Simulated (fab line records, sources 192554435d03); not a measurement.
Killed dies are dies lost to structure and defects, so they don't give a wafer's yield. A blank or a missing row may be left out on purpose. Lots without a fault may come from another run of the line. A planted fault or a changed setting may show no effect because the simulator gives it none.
fab line records | flow n5_finfet
record lots=5 wafers=15 last_day=18
route steps=1938 shown FIN_CUT@164 BEOL_M4@1111 PASSIVATION@1936
lots that met no fault: from a run of the same line without faults
start_h: hours from the record's first day to the start of the lot's first wafer shown | wait_h: hours since the lot's step before | " the same as in the row above | L1.1+2: a row that stands for several wafers | - no value, or no start given | * or withheld: withheld | < > ~ a bound
route shown NAME@n: a module of which the file shows steps, and the number in the route of the first | usual: mean/standard deviation of fault-free wafers | same: alike in all rows | chamber/n: place in a boat | sites: the reading at each site | _std_site: their standard deviation | _edge_site: outer sites' mean less inner sites' | radius_mm: how far each site lies from the wafer's centre | mask NAME#n: copy n | behind: the tool/chamber that last shaped the wafer | hold: why the lot was held/for how many hours/how that ended | device: the transistor (n, p or np) that didn't switch | end of line: the same wafers' tests at the end of the route | a step without rows: its recipe alone | killed: dies lost to structure and defects at the first sort, not the wafer's yield | map: a wafer's dies, x killed, . not, _ none there
set.NAME: the setting as run; set.NAME@STEP: as run at that earlier step | model.NAME: the simulator's own value behind a step, which no gauge read
lots at some steps of the route; a table a step, a row a wafer
services: from which hour (start_h, from the record's first day; less than 0 if before it) a tool's chamber was out of use, for how many hours, and why
## steps
# step N5_FIN_CUT_OVL_MEAS_09
# recipe points_per_wafer=522
# usual FIN_CUT_OVL=-0.2/0.63
# columns lot.wafer tool chamber start_h wait_h FIN_CUT_OVL[nm]
L303.3 overlay-02 0 56.08 0.0 -1.5
L303.4 " 0 " " -0.4
L303.6 " 0 " " 0.2
L304.2 overlay-01 0 63.19 0.0 -1.3
L304.3 " 0 " " 0.6
L304.6 " 0 " " -0.6
L305.1 overlay-01 0 68.00 0.0 -0.6
L305.2 " 0 " " -0.4
L305.5 " 0 " " -0.3
L320.2 overlay-01 0 159.01 0.0 -0.3
L320.3 " 0 " " -0.1
L320.6 " 0 " " 0.7
L321.2 overlay-01 0 164.62 0.0 0.1
L321.4 " 0 " " 1.5
L321.5 " 0 " " 0.1
# step N5_FIN_CUT_INSPECT_10
# recipe mode=adi inspect_instrument=brightfield
# usual raw_defect_count=44/13
# columns lot.wafer tool chamber start_h wait_h raw_defect_count
L303.3 defect_inspect-01 - 56.13 0.0 51
L303.4 " - " " 39
L303.6 " - " " 59
L304.2 defect_inspect-02 - 63.25 0.0 43
L304.3 " - " " 26
L304.6 " - " " 35
L305.1 defect_inspect-01 - 68.05 0.1 38
L305.2 " - " " 39
L305.5 " - " " 44
L320.2 defect_inspect-01 - 159.06 0.0 49
L320.3 " - " " 49
L320.6 " - " " 40
L321.2 defect_inspect-01 - 164.67 0.0 44
L321.4 " - " " 45
L321.5 " - " " 40
# step N5_FIN_CUT_DESCUM_13
# recipe chemistry=O2 time_s=7 source_power_w=50 bias_power_w=20 pressure_mtorr=20 rf_frequency_hz=2.712e+07 temp_c=40 resist=CAR-EUV o2_flow_sccm=225
# usual drypump_motor_current_A=5.7/0.58 o2_flow_sccm=225.0/0.74 oes_product_au=0.77/0.081 rf_vpp_V=243.6/1.3 showerhead_plenum_p_Torr=2.11/0.061 temp_c=40.00/0.11 throttle_valve_pct=20.43/0.22
# columns lot.wafer tool chamber start_h wait_h drypump_motor_current_A o2_flow_sccm oes_product_au rf_hours_counter_h rf_vpp_V showerhead_plenum_p_Torr temp_c throttle_valve_pct
L303.3 rie_diel-06 3 56.18 0.1 5.8 226.4 0.84 66 245.0 2.21 39.96 20.27
L303.4 " 1 " " 5.1 223.9 0.74 177 243.6 2.09 40.04 20.41
L303.6 " 2 " " 5.0 224.5 0.67 - 243.0 2.06 40.09 20.32
L304.2 rie_diel-01 1 63.28 0.0 4.9 225.7 0.73 162 246.0 2.16 40.04 20.28
L304.3 " 2 " " 6.0 225.7 0.85 55 243.4 2.11 40.03 20.24
L304.6 " 0 " " 5.2 225.1 0.79 - 243.1 2.10 39.84 20.68
L305.1 rie_diel-03 0 68.09 0.0 6.5 224.4 0.68 214 246.1 2.17 39.80 20.32
L305.2 " 1 " " 5.7 224.9 0.67 247 244.2 2.15 40.09 20.54
L305.5 " 0 " " 6.5 225.6 0.69 - 245.7 2.17 39.83 20.32
L320.2 rie_diel-01 2 159.09 0.0 6.0 225.6 0.80 82 243.9 2.10 40.04 20.27
L320.3 " 0 " " 5.2 223.3 0.77 146 242.6 2.10 40.02 20.73
L320.6 " 3 " " 5.9 225.0 0.74 - 241.9 2.02 40.08 20.69
L321.2 rie_diel-06 1 164.70 0.0 5.0 224.6 0.72 209 243.9 2.08 40.02 20.48
L321.4 " 0 " " 6.2 224.9 0.75 165 241.5 2.00 39.95 20.56
L321.5 " 2 " " 5.0 225.4 0.91 - 242.5 2.05 40.09 19.97
# step N5_FIN_CUT_ETCH_30
# recipe chemistry=N2/H2 target=underlayer target_depth_a=130 mask_material=CAR-EUV time_s=10.4 ion_energy_ev=200 pressure_mtorr=30 source_w=840 bias_w=150 n2_flow_sccm=200 h2_flow_sccm=200 ends=cleared
# step N5_FIN_CUT_ETCH_20
# recipe chemistry=CF4 target=SiARC target_depth_a=260 mask_material=CAR-EUV time_s=43.3 ion_energy_ev=80 pressure_mtorr=40 source_w=545 bias_w=36 Ar_flow_sccm=100 cf4_flow_sccm=100 ends=cleared
# step N5_FIN_CUT_ETCH_21
# recipe chemistry=N2/H2 target=SOC target_depth_a=2190 overetch_a=438 mask_material=SiARC temp_c=40 ion_energy_ev=100 bias_w=61 time_s=523.5 pressure_mtorr=30 source_w=850 n2_flow_sccm=200 h2_flow_sccm=200
# step N5_FIN_CUT_STRIP_23
# recipe chemistry=N2/H2 temp_c=40 n2_flow_sccm=200 h2_flow_sccm=200 rf_frequency_hz=6e+07
# step N5_FIN_CUT_STRIP_31
# recipe chemistry=N2/H2 temp_c=40 n2_flow_sccm=200 h2_flow_sccm=200 rf_frequency_hz=6e+07
# step N5_FIN_CUT_STRIP_24
# recipe chemistry=CF4 resist=SiARC power_w=300 bias_power_w=75 pressure_mtorr=50 cf4_flow_sccm=150 rf_frequency_hz=6e+07
# step N5_FIN_CUT_CUT_ETCH_26
# recipe chemistry=CH3F/O2 target=SiNx target_depth_a=390 mask_material=SOC time_s=55.7 pressure_mtorr=30 source_w=395 bias_w=73 Ar_flow_sccm=150 CH3F_flow_sccm=30 O2_flow_sccm=20 ion_energy_ev=120
# usual O2_flow_sccm=20.01/0.057 bias_w=73.00/0.22 drypump_motor_current_A=5.7/0.58 oes_product_au=0.77/0.081 rf_vpp_V=297/7.3 showerhead_plenum_p_Torr=2.02/0.057 throttle_valve_pct=16.37/0.21
# columns lot.wafer tool chamber start_h wait_h O2_flow_sccm bias_w drypump_motor_current_A oes_product_au rf_hours_counter_h rf_vpp_V showerhead_plenum_p_Torr throttle_valve_pct
L303.3 rie_diel-06 3 56.62 0.0 19.99 72.68 5.7 0.85 66 314 2.11 16.21
L303.4 " 1 " " 19.99 73.23 5.0 0.75 177 287 1.99 16.33
L303.6 " 2 " " 20.12 72.95 5.0 0.67 - 302 1.97 16.30
L304.2 rie_diel-01 1 63.72 0.0 20.07 72.95 4.8 0.73 163 292 2.07 16.24
L304.3 " 2 " " 19.92 73.24 6.0 0.86 55 291 2.04 16.33
L304.6 " 0 " " 20.05 73.20 5.2 0.80 - 292 2.02 16.60
L305.1 rie_diel-03 0 68.53 0.0 20.05 73.10 6.5 0.68 215 306 2.06 16.25
L305.2 " 1 " " 20.02 72.84 5.7 0.66 248 293 2.05 16.48
L305.5 " 0 " " 19.98 73.15 6.5 0.69 - 307 2.06 16.23
L320.2 rie_diel-01 2 159.53 0.0 20.02 72.77 6.0 0.82 82 292 2.04 16.38
L320.3 " 0 " " 20.03 72.71 5.2 0.77 146 291 2.01 16.66
L320.6 " 3 " " 19.96 72.98 5.9 0.73 - 293 1.91 16.49
L321.2 rie_diel-06 1 165.14 0.0 20.11 73.06 5.1 0.73 210 287 1.98 16.40
L321.4 " 0 " " 19.94 73.31 6.2 0.76 165 297 1.91 16.57
L321.5 " 2 " " 20.08 73.05 5.0 0.91 - 301 1.96 15.87
# step N5_FIN_CUT_CUT_ETCH_27
# recipe chemistry=CHF3/O2 target=SiO2 target_depth_a=40 mask_material=SOC overetch_a=20 time_s=4.9 pressure_mtorr=30 source_w=650 bias_w=170 Ar_flow_sccm=200 CHF3_flow_sccm=50 O2_flow_sccm=5 ion_energy_ev=200
# usual O2_flow_sccm=5.000/0.015 bias_w=170.0/0.49 drypump_motor_current_A=5.7/0.58 oes_product_au=0.61/0.059 rf_vpp_V=524/13 showerhead_plenum_p_Torr=2.43/0.066 throttle_valve_pct=18.82/0.21
# columns lot.wafer tool chamber start_h wait_h O2_flow_sccm bias_w drypump_motor_current_A oes_product_au rf_hours_counter_h rf_vpp_V showerhead_plenum_p_Torr throttle_valve_pct
L303.3 rie_diel-06 3 56.66 0.0 4.979 170.0 5.7 0.66 66 554 2.53 18.66
L303.4 " 1 " " 5.003 170.2 5.1 0.60 178 505 2.40 18.80
L303.6 " 2 " " 5.006 170.1 5.0 0.54 - 531 2.37 18.70
L304.2 rie_diel-01 1 63.76 0.0 4.988 170.0 4.8 0.58 163 519 2.49 18.70
L304.3 " 2 " " 4.993 170.0 6.0 0.66 55 514 2.46 18.84
L304.6 " 0 " " 5.000 169.6 5.2 0.63 - 516 2.43 19.12
L305.1 rie_diel-03 0 68.57 0.0 4.993 170.5 6.5 0.55 215 542 2.48 18.67
L305.2 " 1 " " 4.990 170.1 5.7 0.54 248 517 2.46 18.92
L305.5 " 0 " " 4.996 169.7 6.5 0.55 - 542 2.48 18.66
L320.2 rie_diel-01 2 159.57 0.0 4.980 170.0 6.0 0.63 82 512 2.45 18.88
L320.3 " 0 " " 4.995 169.6 5.2 0.60 146 517 2.42 19.17
L320.6 " 3 " " 5.030 170.2 5.9 0.60 - 514 2.30 18.92
L321.2 rie_diel-06 1 165.19 0.0 4.983 170.3 5.1 0.57 210 505 2.39 18.87
L321.4 " 0 " " 5.000 170.0 6.2 0.61 165 527 2.31 19.00
L321.5 " 2 " " 4.982 171.2 5.0 0.71 - 532 2.36 18.34
# step N5_FIN_CUT_PRECLEAN_35
# recipe time_s=13.3 temp_c=45 pressure_torr=125 p_hf_torr=3 p_coreactant_torr=25 chemistry=vHF
# usual drypump_motor_current_A=5.94/0.14 temp_c=44.99/0.11
# columns lot.wafer tool chamber start_h wait_h drypump_motor_current_A temp_c
L303.3 vapor_etch-01 1 56.75 0.1 6.05 45.03
L303.4 " 0 " " 5.78 44.90
L303.6 " 1 " " 6.06 44.98
L304.2 vapor_etch-02 0 63.83 0.0 6.15 44.85
L304.3 " 1 " " 5.87 45.12
L304.6 " 0 " " 6.14 44.83
L305.1 vapor_etch-02 0 68.64 0.0 6.13 44.92
L305.2 " 1 " " 5.86 45.03
L305.5 " 1 " " 5.85 45.04
L320.2 vapor_etch-02 1 159.64 0.0 5.84 44.88
L320.3 " 1 " " 5.86 44.89
L320.6 " 0 " " 6.10 45.05
L321.2 vapor_etch-02 0 165.26 0.1 6.10 44.85
L321.4 " 0 " " 6.12 44.92
L321.5 " 1 " " 5.86 44.90
# step N5_FIN_CUT_CUT_ETCH_15
# recipe chemistry=HBr/Cl2/O2 target=Si target_depth_a=1000 bt_time_s=10 mask_material=SOC time_s=42.4 ion_energy_ev=* bias_w=* pressure_mtorr=10 icp_w=800 HBr_flow_sccm=150 Cl2_flow_sccm=80 O2_flow_sccm=12
# usual HBr_flow_sccm=150.1/0.47 O2_flow_sccm=12.00/0.035 bias_w=* drypump_motor_current_A=5.4/0.56 he_backside_leak_sccm=2.9/0.36 oes_product_au=0.993/0.013 throttle_valve_pct=37.05/0.26
# columns lot.wafer tool chamber start_h wait_h HBr_flow_sccm O2_flow_sccm bias_w drypump_motor_current_A he_backside_leak_sccm oes_product_au rf_hours_counter_h throttle_valve_pct
L303.3 rie_si-02 1 56.81 0.0 149.9 11.94 * 5.5 3.1 0.990 84 37.11
L303.4 " 3 " " 149.9 12.01 * 5.8 3.3 0.994 66 36.96
L303.6 " 2 " " 150.1 11.95 * 4.9 3.3 0.995 - 37.28
L304.2 rie_si-02 3 63.91 0.1 150.2 12.00 * 5.8 3.2 0.987 66 36.95
L304.3 " 2 " " 149.7 11.98 * 4.8 3.1 0.996 180 37.28
L304.6 " 1 " " 150.0 12.06 * 5.5 3.0 1.001 - 37.09
L305.1 rie_si-03 1 68.72 0.1 150.4 12.00 * 5.8 2.9 0.984 86 37.40
L305.2 " 3 " " 150.9 11.97 * 6.5 3.0 0.988 95 36.93
L305.5 " 1 " " 149.8 11.99 * 5.8 3.1 0.985 - 37.41
L320.2 rie_si-05 1 159.72 0.1 150.0 12.02 * 5.8 2.7 1.005 58 36.82
L320.3 " 3 " " 150.2 12.02 * 4.8 3.5 0.980 146 37.37
L320.6 " 2 " " 149.5 12.02 * 5.2 2.8 0.986 - 37.20
L321.2 rie_si-05 0 165.34 0.1 149.9 11.99 * 5.0 2.5 0.998 2 36.79
L321.4 " 3 " " 151.1 11.98 * 4.8 3.4 0.992 146 37.37
L321.5 " 3 " " 151.2 12.02 * 4.8 3.4 0.981 - 37.37
# step N5_FIN_CUT_CUT_ETCH_28
# recipe chemistry=HBr/Cl2/O2 target=Si target_depth_a=60 mask_material=SOC time_s=2.4 ion_energy_ev=* bias_w=* pressure_mtorr=10 icp_w=800 HBr_flow_sccm=150 Cl2_flow_sccm=80 O2_flow_sccm=12
# usual HBr_flow_sccm=150.0/0.49 O2_flow_sccm=12.00/0.035 bias_w=* drypump_motor_current_A=5.4/0.56 he_backside_leak_sccm=2.9/0.37 oes_product_au=0.992/0.014 throttle_valve_pct=37.05/0.26
# columns lot.wafer tool chamber start_h wait_h HBr_flow_sccm O2_flow_sccm bias_w drypump_motor_current_A he_backside_leak_sccm oes_product_au rf_hours_counter_h throttle_valve_pct
L303.3 rie_si-02 1 56.86 0.0 149.7 12.02 * 5.5 3.0 0.983 84 37.12
L303.4 " 3 " " 149.1 12.03 * 5.8 3.2 0.987 66 36.98
L303.6 " 2 " " 150.2 11.99 * 4.8 3.0 0.994 - 37.26
L304.2 rie_si-02 3 63.96 0.0 149.4 11.94 * 5.9 3.3 0.980 66 36.96
L304.3 " 2 " " 150.7 12.03 * 4.8 2.9 0.999 180 37.26
L304.6 " 1 " " 150.0 12.05 * 5.5 3.0 0.995 - 37.12
L305.1 rie_si-03 1 68.77 0.0 150.2 11.97 * 5.8 3.1 0.974 86 37.39
L305.2 " 3 " " 150.1 12.00 * 6.5 3.0 0.995 95 36.93
L305.5 " 1 " " 150.8 11.96 * 5.8 3.2 0.971 - 37.41
L320.2 rie_si-05 1 159.78 0.0 150.9 11.93 * 5.8 2.7 1.009 58 36.81
L320.3 " 3 " " 150.4 12.00 * 4.8 3.4 0.971 146 37.37
L320.6 " 2 " " 149.8 12.06 * 5.1 2.8 0.998 - 37.20
L321.2 rie_si-05 0 165.40 0.0 149.4 11.99 * 5.0 2.5 1.001 2 36.78
L321.4 " 3 " " 150.2 11.97 * 4.8 3.5 0.971 146 37.37
L321.5 " 3 " " 149.5 12.01 * 4.8 3.4 0.974 - 37.36
# step N5_BEOL_M4_RC_MEAS_101
# usual DIBL_N=36.2/1.6 DIBL_P=36.5/1.9 IOFF_N=0.158/0.027 IOFF_P=0.21/0.038 ION_N=675/12 ION_P=464/8.9 SS_N=71.5/0.61 SS_P=73.4/0.59 VT_N=250.4/3 VT_P=-250/3.6
# columns lot.wafer tool chamber start_h wait_h DIBL_N[mV/V] DIBL_P[mV/V] IOFF_N[nA/um] IOFF_P[nA/um] ION_N[uA/um] ION_P[uA/um] SS_N[mV/dec] SS_P[mV/dec] VT_N[mV] VT_P[mV]
L303.3 prober-02 0 193.09 0.3 39.2 39.1 0.198 0.24 683 466 71.0 74.4 244.1 -250
L303.4 " 0 " " 39.0 38.3 0.187 0.23 687 465 71.6 74.2 248.7 -252
L303.6 " 0 " " 37.2 36.7 0.147 0.21 673 463 71.1 73.5 250.7 -251
L304.2 prober-01 0 202.64 0.2 37.3 36.5 0.153 0.19 673 460 71.3 74.0 252.8 -253
L304.3 " 0 " " 37.8 37.0 0.168 0.20 680 460 71.9 74.1 250.7 -252
L304.6 " 0 " " 35.9 34.8 0.128 0.16 661 454 70.8 73.1 255.9 -253
L305.1 prober-01 0 210.70 0.0 33.0 32.6 0.099 0.16 661 465 70.2 73.0 258.6 -250
L305.2 " 0 " " 35.6 37.2 0.149 0.24 675 471 71.4 73.3 249.2 -245
L305.5 " 0 " " 32.6 32.3 0.101 0.17 652 455 71.0 72.7 256.5 -252
L321.2 prober-01 0 313.16 0.2 37.9 38.1 0.188 0.26 677 468 72.0 73.1 250.6 -247
L321.4 " 0 " " 38.5 39.4 0.212 0.30 686 477 72.1 74.5 246.6 -245
L321.5 " 0 " " 36.0 36.8 0.159 0.24 672 469 71.3 73.4 250.9 -247
L320.2 prober-02 0 320.73 0.2 32.1 32.0 0.105 0.19 649 463 69.8 72.3 255.3 -249
L320.3 " 0 " " 34.7 35.8 0.149 0.24 675 474 71.5 73.7 248.6 -242
L320.6 " 0 " " 35.4 36.2 0.154 0.25 672 472 72.1 73.5 249.7 -245
# step N5_PASSIVATION_PROBE_49
# usual defect_limited_yield=91.3/1.7 killed_at_M0_to_M3=33/11 killed_at_M4_up=14/5.5 killed_at_contacts=13/6.5 killed_at_front_end=39/13 killed_at_other=3.4/2.9 killed_dies=103/20 killed_open=69/15 killed_short=32/8.1 sort_bin_5_function=5.1/1.1 sort_bin_6_memory=3.3/0.74 sort_n_pass=1077/20 sort_yield_pct=91.3/1.7
# same gross_dies=1180 killed_at_back_side=0 sort_bin_4_leakage[%]=0 sort_bin_8_speed[%]=0
# columns lot.wafer tool chamber start_h wait_h defect_limited_yield[%] killed_at_M0_to_M3 killed_at_M4_up killed_at_contacts killed_at_front_end killed_at_other killed_dies killed_open killed_short sort_bin_5_function[%] sort_bin_6_memory[%] sort_n_pass sort_yield_pct[%]
L303.3 prober-02 - 313.58 0.1 89.6 56 9 8 47 3 123 88 32 5.3 5.0 1057 89.6
L303.4 prober-02 - 313.63 0.2 92.8 35 11 8 29 2 85 56 28 4.3 2.4 1095 92.8
L303.6 prober-02 - 313.73 0.3 90.3 25 9 15 60 5 114 80 31 6.2 3.4 1066 90.3
# killed by level:class
L303.3 STI_FIN_REVEAL:geometric_particle:open=20 BEOL_M0_SAQP:geometric_particle:open=15 FIN_SAQP:geometric_particle:open=8 BEOL_M0_SAQP:geometric_particle:short=8 FIN_SAQP:geometric_particle:short=7 BEOL_M3:geometric_particle:open=7 BEOL_M0:geometric_particle:open=7 MOL_CONTACT_COAG:geometric_particle:open=6
L303.4 STI_FIN_REVEAL:geometric_particle:open=11 BEOL_M0_SAQP:geometric_particle:short=10 BEOL_M0_SAQP:geometric_particle:open=9 BEOL_M1:geometric_particle:open=9 MOL_CONTACT_COAG:geometric_particle:open=8 FIN_SAQP:geometric_particle:short=5 BEOL_M4:geometric_particle:open=4 BEOL_M3:geometric_particle:open=3
L303.6 STI_FIN_REVEAL:geometric_particle:open=23 FIN_SAQP:geometric_particle:open=11 MOL_CONTACT_COAG:geometric_particle:open=11 FIN_SAQP:geometric_particle:short=9 BEOL_M0_SAQP:geometric_particle:open=8 BEOL_M0_SAQP:geometric_particle:short=6 BEOL_M2:geometric_particle:open=5 DUMMY_GATE:geometric_particle:open=4
## services
# columns tool chamber start_h hours kind
rie_si-05 0 56.33 - clean
rie_si-05 0 56.33 20.3 scheduled_down
rie_si-05 0 56.33 20.3 vent_cycle
rie_diel-06 2 64.41 - clean
rie_diel-06 2 64.41 - consumable_replace:focus_ring
rie_diel-06 2 64.41 15.0 scheduled_down
rie_diel-06 2 64.41 15.0 vent_cycle
rie_diel-03 1 77.68 - clean
rie_diel-03 1 77.68 - consumable_replace:focus_ring
rie_diel-03 1 77.68 28.1 scheduled_down
rie_diel-03 1 77.68 28.1 vent_cycle
rie_diel-06 3 84.92 1.6 repair
rie_si-02 3 93.36 8.5 repair
rie_diel-03 - 116.21 0.6 repair
vapor_etch-02 - 119.52 0.8 repair
rie_si-02 1 120.26 2.0 repair
rie_diel-03 - 123.78 2.8 pm
vapor_etch-02 1 133.47 2.6 repair
vapor_etch-01 - 134.84 0.3 repair
rie_si-05 - 143.10 2.8 pm
rie_si-03 1 144.77 7.9 repair
rie_diel-06 0 160.21 2.8 repair
## key
first_sign step=N5_FIN_CUT_CUT_ETCH_15 reading=bias_w direction=up sigmas=22 usual=* struck=*
effect none on later readings
met_at N5_FIN_CUT_CUT_ETCH_15
struck_wafers L304.3
onset_between 56.81 63.91
fault kind=process_parameter_drift tool=rie_si-02 chamber=2 onset_h=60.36 steps=N5_FIN_CUT_CUT_ETCH_15 channel=bias_w offset=* shape=step end_h=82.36 acts_in=* stated=*
